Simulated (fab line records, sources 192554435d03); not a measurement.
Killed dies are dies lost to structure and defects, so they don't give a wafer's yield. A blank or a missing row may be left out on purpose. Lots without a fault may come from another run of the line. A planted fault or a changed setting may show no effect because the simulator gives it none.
Chamber matching | flow n5_finfet | N5_DUMMY_REMOVAL_STRIP_10 on rie_diel-06: 4 sister chambers
The step strips in N2/H2, time 40 s. 4 wafers are shown with their chamber, then 11 later ones without.

WAFERS WITH THEIR CHAMBER
wafer  | chamber | drypump_motor_current_A (A)
L089.1 | 0       | 5.2
L089.5 | 3       | 6.2
L089.6 | 2       | 6.1
L090.1 | 1       | 5.7

WAFERS WITHOUT THEIR CHAMBER
wafer  | drypump_motor_current_A (A)
L090.3 | 5.2
L090.6 | 5.7
L092.1 | 5.2
L092.2 | 6.2
L092.3 | 6.1
L093.1 | 6.2
L093.3 | 6.1
L093.4 | 5.2
L097.2 | 5.7
L097.3 | 6.2
L097.5 | 6.0

WHICH CHAMBER EACH WENT THROUGH
wafer  | from the rows above | in truth
L090.3 | 0                   | 0
L090.6 | 1                   | 1
L092.1 | 0                   | 0
L092.2 | 3                   | 3
L092.3 | 2                   | 2
L093.1 | 3                   | 3
L093.3 | 2                   | 2
L093.4 | 0                   | 0
L097.2 | 1                   | 1
L097.3 | 3                   | 3
L097.5 | 2                   | 2
Placed correctly: 11 of 11. Can't be placed from these rows: 0. Placed wrongly: 0.
How it was worked out, from the rows above alone: a wafer's distance from a chamber is the root of the sum, over the readings, of the square of ((its reading less the chamber's mean) divided by the reading's scatter). The wafer belongs to the nearest chamber; if the next one is less than 2 further off, it can't be placed. A chamber's mean is the mean of its shown wafers. The scatter: with one shown wafer a chamber, the root of the mean of the squares of how far each hidden wafer lies from its nearest shown one.
